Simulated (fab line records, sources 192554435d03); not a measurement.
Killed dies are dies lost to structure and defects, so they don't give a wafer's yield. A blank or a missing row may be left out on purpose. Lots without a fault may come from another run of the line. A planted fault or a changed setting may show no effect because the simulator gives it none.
One fault seen from 2 desks | flow n5_finfet | each desk has only its own numbers; what lay behind them comes last

THE TOOL OWNER'S DESK: euv_scanner-01
The tool's own readings at N5_BEOL_M7_EXPOSE_25 (exposes mask V6, target cd 40 nm): means of the sampled wafers that have a number, for each lot that ran on this tool. A lot is out of limits, marked OUT, if its mean lies more than 4 standard deviations from the usual mean; the brackets give that distance.
Columns: A = exposure_dose_mJ_cm2 at N5_BEOL_M7_EXPOSE_25, usual 42.40
lot  | first seen here | A
L704 | day 9 07:19     | 42.46
L705 | day 9 18:27     | 42.51
L712 | day 11 10:28    | 47.16 (+79) OUT
L716 | day 12 22:16    | 45.40 (+50) OUT
This desk's finding: out of limits on L712, L716; first on L712, day 11 10:28 (exposure_dose_mJ_cm2 at N5_BEOL_M7_EXPOSE_25). In limits: L704, L705.

THE METROLOGY DESK
What the gauges read, lot by lot, whatever tool the lot ran on: means of the sampled wafers that have a number. A lot is out of limits, marked OUT, if its mean lies more than 4 standard deviations from the usual mean; the brackets give that distance.
Columns: A = cd_nm at N5_BEOL_M7_CD_MEAS_18, usual 39.6 nm; B = cd_nm at N5_BEOL_M7_CD_MEAS_28, usual 40.04 nm
lot  | first seen here | A    | B
L703 | day 8 21:29     | 38.6 | 39.95
L704 | day 9 01:25     | 41.0 | 40.14
L705 | day 9 17:19     | 39.7 | 39.84
L712 | day 11 07:47    | 39.0 | 41.96 (+7.7) OUT
L713 | day 12 20:44    | 39.9 | 40.17
L716 | day 12 20:52    | 39.4 | 41.80 (+7.1) OUT
L717 | day 12 21:03    | 41.2 | 39.96
L719 | day 13 00:23    | 41.2 | 39.92
L720 | day 13 22:41    | 39.3 | 40.20
L723 | day 14 23:51    | 39.2 | 39.85
This desk's finding: out of limits on L712, L716; first on L712, day 11 10:37 (cd_nm at N5_BEOL_M7_CD_MEAS_28). In limits: L703, L704, L705, L713, L717, L719, L720, L723.

PUT TOGETHER
The tool owner's desk could have raised an alarm at day 11 10:28, on L712, L716.
The metrology desk could have raised an alarm at day 11 10:37, on L712, L716.
Of the lots named, all ran N5_BEOL_M7_EXPOSE_25 on euv_scanner-01.

WHAT THE SIMULATOR HAD PUT IN
Process parameter drift: euv_scanner-01, from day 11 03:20 on, at N5_BEOL_M7_EXPOSE_25. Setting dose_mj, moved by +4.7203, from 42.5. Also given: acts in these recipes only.
Lots struck among those shown: L712, L716.
Hours from the fault's start to each desk's first reading out of limits: the tool owner's desk, 7; the metrology desk, 7.
